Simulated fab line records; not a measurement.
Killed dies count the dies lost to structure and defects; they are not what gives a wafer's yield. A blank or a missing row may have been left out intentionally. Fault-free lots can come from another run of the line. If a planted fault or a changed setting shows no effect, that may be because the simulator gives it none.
Struck lot and sound lot, side by side ; flow nand_harc ; 17 steps out of a route of 1302
Sound: wafers L572.1, L572.3, L572.5. Struck: wafers L585.5, L585.6. (L585.2 of the same lot was not struck and is left out.) The cause comes at the end.
Each step with rows lists, per side, the tool, then ch with its chambers, then its first start. Under that, the readings that differ: sound wafers ; struck wafers ; difference of the means ; sigmas: that difference in standard deviations of wafers without a fault.
alike: readings with means less than 2 such deviations apart, plus words and numbers identical on both sides. not compared: withheld readings, readings lacking a value on some wafer, bounds such as >300 that could conceal the same value, and numbers that have no deviation in the record and whose values overlap.
A row with sigmas, a row that says differs or no value, or rows on one side alone: a step with any of these is where the two part. Numbers that don't overlap but have no deviation are shown without sigmas and don't part them. Lack of a reading on every wafer of one side parts them only where that side has two or more wafers.

NHARC_A_SGD_CUT_CD_MEAS_09: the cd target is 100 nm.
  sound on cd_sem-02 ch 0, day 19 08:31; struck on cd_sem-02 ch 0, day 24 23:28
  alike: cd_nm
NHARC_A_SGD_CUT_OVL_MEAS_10:
  sound: overlay-01 at day 19 08:37; struck: overlay-01 at day 24 23:34
  alike: overlay_x_nm, overlay_y_nm
NHARC_A_SGD_CUT_INSPECT_11:
  sound: defect_inspect-01 at day 19 08:39; struck: defect_inspect-01 at day 24 23:36
reading;sound;struck;difference;sigmas
raw_defect_count;13 13 12;100 85;+80;+3
NHARC_A_SGD_CUT_DESCUM_14: chemistry O2, time 3 s.
  sound on rie_diel-08 ch 0,1,2, day 19 08:43; struck on rie_diel-01 ch 1,2, day 24 23:40
  alike: drypump_motor_current_A, oes_product_au, rf_vpp_V, showerhead_plenum_p_Torr, throttle_valve_pct
  not compared: rf_hours_counter_h
NHARC_A_SGD_CUT_ETCH_58: etches the open film in CF4, target depth 39 nm, time 65 s.
  sound on rie_diel-08 ch 1,2, day 19 08:48; struck on rie_diel-01 ch 0,1, day 24 23:46
  alike: drypump_motor_current_A, oes_product_au, rf_vpp_V, showerhead_plenum_p_Torr, throttle_valve_pct
  not compared: rf_hours_counter_h
then, 1 step without rows for these wafers: NHARC_A_SGD_CUT_ETCH_59 (etches the open film in N2/H2, target depth 260 nm, time 406.25 s).
NHARC_A_SGD_CUT_ETCH_15: etches the open film in CH3F/O2, target depth 75 nm, time 64.3 s.
  sound on rie_diel-08 ch 1,2,3; struck on rie_diel-01 ch 0,3
  alike: drypump_motor_current_A, oes_product_au, rf_vpp_V, showerhead_plenum_p_Torr, throttle_valve_pct
  not compared: rf_hours_counter_h
NHARC_A_SGD_CUT_ETCH_16: etches the open film in C4F8/O2/Ar, target depth 310.5 nm, time 155.2 s.
  sound on rie_diel-08 ch 1,2; struck on rie_diel-01 ch 0,1
  alike: oes_product_au, rf_vpp_V
  not compared: rf_hours_counter_h
then, 1 step without rows for these wafers: NHARC_A_SGD_CUT_STRIP_60 (strips in C4F8/O2/Ar).
NHARC_A_SGD_CUT_STRIP_17: strips in O2.
  sound on rie_diel-08 ch 0,2,3; struck on rie_diel-01 ch 0,3
  alike: drypump_motor_current_A, oes_product_au, rf_vpp_V, showerhead_plenum_p_Torr, throttle_valve_pct
  not compared: rf_hours_counter_h
then, 2 steps without rows for these wafers: NHARC_A_SGD_CUT_PRECLEAN_18 (cleans in SC1); NHARC_A_SGD_CUT_SRD_19.
NHARC_A_SGD_CUT_DEP_20: deposits SiO2, target thk 150 nm.
  sound on fcvd-01 ch 0,1, day 19 09:50; struck on fcvd-01 ch 0,1, day 25 00:47
then, 1 step without rows for these wafers: NHARC_A_SGD_CUT_ANNEAL_27 (time 1800 s).
NHARC_A_SGD_CUT_CMP_21: polishes, target thk 148.19 nm.
  sound on cmp-01 ch 1,2, day 19 14:37; struck on cmp-04 ch 1,2, day 25 05:04
reading;sound;struck;difference;sigmas
time_to_endpoint_s (s);53 48 54;30 29;-22;-6
  alike: motor_current_A
NHARC_A_SGD_CUT_THK_MEAS_22: measures by ellipsometry.
  sound: film_metro-01 at day 19 14:52; struck: film_metro-02 at day 25 05:17
reading;sound;struck;difference;sigmas
thk_nm (nm);148.3 149.2 150.5;71.8 71.7;-77.6;-52
following that, these wafers have no rows for 1 step: NHARC_A_SGD_CUT_SRD_23.

## WHERE THEY PART
Last at NHARC_A_SGD_CUT_THK_MEAS_22 as far as this record goes, first at NHARC_A_SGD_CUT_INSPECT_11.

WHY: the cause the simulator had injected
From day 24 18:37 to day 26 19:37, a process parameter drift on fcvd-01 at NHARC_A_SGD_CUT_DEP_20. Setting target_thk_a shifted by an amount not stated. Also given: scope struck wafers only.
